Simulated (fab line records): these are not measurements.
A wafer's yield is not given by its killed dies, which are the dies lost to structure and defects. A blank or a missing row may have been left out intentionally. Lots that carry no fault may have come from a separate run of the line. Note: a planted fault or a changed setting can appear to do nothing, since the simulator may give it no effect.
Matching of chambers ; flow n5-finfet ; 3 sister chambers for N5_BEOL_M2_DEP_57 on pecvd-03
The step deposits SiCN from 3MS/NH3, target thk 8 nm, time 14 s. 3 wafers are shown with their chamber, then 8 later ones without.

## WAFERS, EACH WITH ITS CHAMBER
wafer;chamber;showerhead-plenum-p-Torr (Torr)
L091.1;0;3.678
L091.6;1;3.665
L093.3;2;3.643

## WAFERS MISSING THEIR CHAMBER
wafer;showerhead-plenum-p-Torr (Torr)
L093.4;3.671
L093.6;3.657
L097.2;3.641
L097.3;3.664
L097.6;3.637
L096.3;3.664
L096.4;3.665
L096.6;3.655

## CHAMBER TAKEN BY EACH
wafer;from the rows above;in truth
L093.4;can't be placed: 1 or 0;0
L093.6;can't be placed: 1 or 2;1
L097.2;2;2
L097.3;1;1
L097.6;2;2
L096.3;1;1
L096.4;1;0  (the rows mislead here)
L096.6;can't be placed: 1 or 2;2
Correctly placed: 4 of 8. These rows do not allow placing 3 (true chamber among the candidates in 3). Placed wrongly: 1.
How it was worked out, from the rows above alone: a wafer's distance from a chamber is the root of the sum, over the readings, of the square of ((its reading less the chamber's mean) divided by the reading's scatter). The wafer belongs to the nearest chamber; if the next one is less than 2 further off, it can't be placed. For every chamber, the mean is computed from those of its wafers that are shown. The scatter: with one shown wafer a chamber, the root of the mean of the squares of how far each hidden wafer lies from its nearest shown one.
